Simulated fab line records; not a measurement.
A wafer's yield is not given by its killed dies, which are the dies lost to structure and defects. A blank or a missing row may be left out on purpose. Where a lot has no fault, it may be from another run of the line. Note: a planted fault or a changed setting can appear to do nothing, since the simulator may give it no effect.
Lot-split experiment || flow n5-finfet || 39 wafers read from 7 lots, route of 1938 steps

## SPLIT DETAILS
At N5_BEOL_M14_ILD_DEP_00 (deposits SiO2 from TEOS/O2, target thk 1119.3 nm, time 237.4 s), the setting target-thk-a was moved away from the recipe's 11193 angstrom on 15 of the 39 wafers read, by -46.4% to +43.0%. This setting was run at the recipe's value on the other wafers.

## FROM THE SPLIT TO THE READING: what the file shows between them, 10 steps
- N5_BEOL_M14_THK_MEAS_01
- N5_BEOL_M14_COAT_58: time 60 s, resist thk 89 nm
- N5_BEOL_M14_COAT_04: resist thk 800 nm
- N5_BEOL_M14_DESCUM_15: chemistry O2, time 7.9 s
- N5_BEOL_M14_ETCH_59: etches BARC in N2/H2, target depth 89 nm, overetch 26.7 nm, time 67.9 s
- N5_BEOL_M14_VIA_ETCH_16: etches SiO2 in C4F8/O2/Ar, target depth 1231.3 nm
- N5_BEOL_M14_STRIP_63: strips in O2
- N5_BEOL_M14_STRIP_64: strips in O2
- N5_BEOL_M14_STRIP_71: strips in post etch residue remover, time 60 s
- N5_BEOL_M14_SRD_72: time 30 s, dry time 30 s

## THE READING
cd-nm (nm) at N5_BEOL_M14_CD_MEAS_17, where the cd target is 250 nm. Fault-free wafers of this fab line usually give 250.5 nm, standard deviation 1.6 nm.

{"wafer": "L077.1", "tool, chamber at the split": "pecvd-04, 2", "target-thk-a as run, angstrom": 15800, "against the recipe": "+41.2%", "cd-nm, nm": 254.4, "against lot-mates on the recipe": "+3.0"}
{"wafer": "L077.2", "tool, chamber at the split": "pecvd-04, 1", "target-thk-a as run, angstrom": 15800, "against the recipe": "+41.2%", "cd-nm, nm": 256.5, "against lot-mates on the recipe": "+5.1"}
{"wafer": "L077.3", "tool, chamber at the split": "pecvd-04, 0", "target-thk-a as run, angstrom": 15800, "against the recipe": "+41.2%", "cd-nm, nm": 254.8, "against lot-mates on the recipe": "+3.4"}
{"wafer": "L077.4", "tool, chamber at the split": "pecvd-04, 0", "target-thk-a as run, angstrom": 11193, "against the recipe": "recipe", "cd-nm, nm": 250.4, "against lot-mates on the recipe": "-"}
{"wafer": "L077.5", "tool, chamber at the split": "pecvd-04, 2", "target-thk-a as run, angstrom": 11193, "against the recipe": "recipe", "cd-nm, nm": 251.9, "against lot-mates on the recipe": "-"}
{"wafer": "L077.6", "tool, chamber at the split": "pecvd-04, 1", "target-thk-a as run, angstrom": 11193, "against the recipe": "recipe", "cd-nm, nm": 251.8, "against lot-mates on the recipe": "-"}
{"wafer": "L079.1", "tool, chamber at the split": "pecvd-01, 0", "target-thk-a as run, angstrom": 11193, "against the recipe": "recipe", "cd-nm, nm": 249.3, "against lot-mates on the recipe": "-"}
{"wafer": "L079.2", "tool, chamber at the split": "pecvd-01, 2", "target-thk-a as run, angstrom": 11193, "against the recipe": "recipe", "cd-nm, nm": 249.3, "against lot-mates on the recipe": "-"}
{"wafer": "L079.3", "tool, chamber at the split": "pecvd-01, 1", "target-thk-a as run, angstrom": 11193, "against the recipe": "recipe", "cd-nm, nm": 251.0, "against lot-mates on the recipe": "-"}
{"wafer": "L079.4", "tool, chamber at the split": "pecvd-01, 2", "target-thk-a as run, angstrom": 11193, "against the recipe": "recipe", "cd-nm, nm": 252.2, "against lot-mates on the recipe": "-"}
{"wafer": "L079.5", "tool, chamber at the split": "pecvd-01, 0", "target-thk-a as run, angstrom": 11193, "against the recipe": "recipe", "cd-nm, nm": 249.7, "against lot-mates on the recipe": "-"}
{"wafer": "L079.6", "tool, chamber at the split": "pecvd-01, 1", "target-thk-a as run, angstrom": 11193, "against the recipe": "recipe", "cd-nm, nm": 249.7, "against lot-mates on the recipe": "-"}
{"wafer": "L081.1", "tool, chamber at the split": "pecvd-02, 0", "target-thk-a as run, angstrom": 11193, "against the recipe": "recipe", "cd-nm, nm": 246.6, "against lot-mates on the recipe": "-"}
{"wafer": "L081.2", "tool, chamber at the split": "pecvd-02, 1", "target-thk-a as run, angstrom": 6577, "against the recipe": "-41.2%", "cd-nm, nm": 243.9, "against lot-mates on the recipe": -3.9}
{"wafer": "L081.3", "tool, chamber at the split": "pecvd-02, 2", "target-thk-a as run, angstrom": 11193, "against the recipe": "recipe", "cd-nm, nm": 247.2, "against lot-mates on the recipe": "-"}
{"wafer": "L081.4", "tool, chamber at the split": "pecvd-02, 1", "target-thk-a as run, angstrom": 6577, "against the recipe": "-41.2%", "cd-nm, nm": 244.1, "against lot-mates on the recipe": -3.7}
{"wafer": "L081.5", "tool, chamber at the split": "pecvd-02, 0", "target-thk-a as run, angstrom": 6577, "against the recipe": "-41.2%", "cd-nm, nm": 243.5, "against lot-mates on the recipe": -4.3}
{"wafer": "L081.6", "tool, chamber at the split": "pecvd-02, 2", "target-thk-a as run, angstrom": 11193, "against the recipe": "recipe", "cd-nm, nm": 249.5, "against lot-mates on the recipe": "-"}
{"wafer": "L088.1", "tool, chamber at the split": "pecvd-01, 1", "target-thk-a as run, angstrom": 11193, "against the recipe": "recipe", "cd-nm, nm": 252.7, "against lot-mates on the recipe": "-"}
{"wafer": "L088.2", "tool, chamber at the split": "pecvd-01, 0", "target-thk-a as run, angstrom": 11193, "against the recipe": "recipe", "cd-nm, nm": 249.7, "against lot-mates on the recipe": "-"}
{"wafer": "L088.3", "tool, chamber at the split": "pecvd-01, 2", "target-thk-a as run, angstrom": 11193, "against the recipe": "recipe", "cd-nm, nm": 251.4, "against lot-mates on the recipe": "-"}
{"wafer": "L088.4", "tool, chamber at the split": "pecvd-01, 1", "target-thk-a as run, angstrom": 6001, "against the recipe": "-46.4%", "cd-nm, nm": 247.0, "against lot-mates on the recipe": -4.3}
{"wafer": "L088.5", "tool, chamber at the split": "pecvd-01, 0", "target-thk-a as run, angstrom": 6001, "against the recipe": "-46.4%", "cd-nm, nm": 245.7, "against lot-mates on the recipe": -5.6}
{"wafer": "L088.6", "tool, chamber at the split": "pecvd-01, 2", "target-thk-a as run, angstrom": 6001, "against the recipe": "-46.4%", "cd-nm, nm": 247.2, "against lot-mates on the recipe": -4.1}
{"wafer": "L089.1", "tool, chamber at the split": "pecvd-02, 0", "target-thk-a as run, angstrom": 16010, "against the recipe": "+43.0%", "cd-nm, nm": 253.3, "against lot-mates on the recipe": "+4.3"}
{"wafer": "L089.2", "tool, chamber at the split": "pecvd-02, 1", "target-thk-a as run, angstrom": 11193, "against the recipe": "recipe", "cd-nm, nm": 249.1, "against lot-mates on the recipe": "-"}
{"wafer": "L089.3", "tool, chamber at the split": "pecvd-02, 2", "target-thk-a as run, angstrom": 16010, "against the recipe": "+43.0%", "cd-nm, nm": 253.8, "against lot-mates on the recipe": "+4.8"}
{"wafer": "L089.4", "tool, chamber at the split": "pecvd-02, 1", "target-thk-a as run, angstrom": 11193, "against the recipe": "recipe", "cd-nm, nm": 248.1, "against lot-mates on the recipe": "-"}
{"wafer": "L089.5", "tool, chamber at the split": "pecvd-02, 2", "target-thk-a as run, angstrom": 11193, "against the recipe": "recipe", "cd-nm, nm": 249.9, "against lot-mates on the recipe": "-"}
{"wafer": "L089.6", "tool, chamber at the split": "pecvd-02, 0", "target-thk-a as run, angstrom": 16010, "against the recipe": "+43.0%", "cd-nm, nm": 253.0, "against lot-mates on the recipe": "+4.0"}
{"wafer": "L092.1", "tool, chamber at the split": "pecvd-01, 1", "target-thk-a as run, angstrom": 11193, "against the recipe": "recipe", "cd-nm, nm": 250.8, "against lot-mates on the recipe": "-"}
{"wafer": "L092.2", "tool, chamber at the split": "pecvd-01, 0", "target-thk-a as run, angstrom": 6652, "against the recipe": "-40.6%", "cd-nm, nm": 247.4, "against lot-mates on the recipe": -4.2}
{"wafer": "L092.3", "tool, chamber at the split": "pecvd-01, 2", "target-thk-a as run, angstrom": 6652, "against the recipe": "-40.6%", "cd-nm, nm": 248.6, "against lot-mates on the recipe": -3.0}
{"wafer": "L092.4", "tool, chamber at the split": "pecvd-01, 2", "target-thk-a as run, angstrom": 11193, "against the recipe": "recipe", "cd-nm, nm": 251.7, "against lot-mates on the recipe": "-"}
{"wafer": "L092.5", "tool, chamber at the split": "pecvd-01, 1", "target-thk-a as run, angstrom": 11193, "against the recipe": "recipe", "cd-nm, nm": 252.3, "against lot-mates on the recipe": "-"}
{"wafer": "L092.6", "tool, chamber at the split": "pecvd-01, 0", "target-thk-a as run, angstrom": 6652, "against the recipe": "-40.6%", "cd-nm, nm": 248.2, "against lot-mates on the recipe": -3.4}
{"wafer": "L094.1", "tool, chamber at the split": "pecvd-01, 2", "target-thk-a as run, angstrom": 11193, "against the recipe": "recipe", "cd-nm, nm": 250.7, "against lot-mates on the recipe": "-"}
{"wafer": "L094.2", "tool, chamber at the split": "pecvd-01, 1", "target-thk-a as run, angstrom": 11193, "against the recipe": "recipe", "cd-nm, nm": 251.2, "against lot-mates on the recipe": "-"}
{"wafer": "L094.5", "tool, chamber at the split": "pecvd-01, 0", "target-thk-a as run, angstrom": 11193, "against the recipe": "recipe", "cd-nm, nm": 249.5, "against lot-mates on the recipe": "-"}

FIT RESULTS
A straight line over all 39 wafers: cd-nm changes by +0.0951 nm for each +1% of target-thk-a; r = +0.84; the points scatter about the line by 1.6 nm.
The same after taking each lot's own level away (the mean of its wafers on the recipe; 39 wafers): +0.0959 nm for each +1%; r = +0.95; scatter 0.86 nm.
Per that fit: largest target-thk-a move, reading shift of 4.4 nm.
The span of the lots' own levels, 247.77 to 251.60 nm, comes to 2.4 times the standard deviation stated above.
Hence the lot-to-lot level has little effect on the slope; both slopes agree.
Check: for one of the wafers moved furthest among these (-46.4%), held out of the fit, the line's prediction against its lot-mates is -4.44 nm. It came out at -4.27 nm against them.

## THE WHOLE CHAIN: every reading that the file lists as answering this split, in the file's order
{"step": "N5_BEOL_M14_ILD_DEP_00", "what it does": "deposits SiO2 from TEOS/O2, target thk 1119.3 nm, time 237.4 s", "reading": "SiO2_of_BEOL_M14_ILD_DEP_00.thk-nm (the simulator's own value, which no gauge read)", "change (the file's fit)": "+11 nm for each +1% of the setting", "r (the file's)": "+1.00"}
{"step": "N5_BEOL_M14_THK_MEAS_01", "what it does": "", "reading": "M14_ILD_THK", "change (the file's fit)": "+11 for each +1% of the setting", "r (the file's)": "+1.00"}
{"step": "N5_BEOL_M14_VIA_ETCH_16", "what it does": "etches SiO2 in C4F8/O2/Ar, target depth 1231.3 nm", "reading": "etch.depth-nm (the simulator's own value, which no gauge read)", "change (the file's fit)": "+11 nm for each +1% of the setting", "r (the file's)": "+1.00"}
{"step": "N5_BEOL_M14_VIA_ETCH_16", "what it does": "etches SiO2 in C4F8/O2/Ar, target depth 1231.3 nm", "reading": "coat_of_BEOL_M14_COAT_04.thk-nm (the simulator's own value, which no gauge read)", "change (the file's fit)": "-2.55 nm for each +1% of the setting", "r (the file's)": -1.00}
{"step": "N5_BEOL_M14_CD_MEAS_17", "what it does": "target cd 250 nm", "reading": "cd-nm", "change (the file's fit)": "+0.0954 nm for each +1% of the setting", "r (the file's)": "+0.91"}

## THE FILE'S OWN FIT
cd-nm changes by +0.0954 nm for each +1% of target-thk-a, r = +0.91.
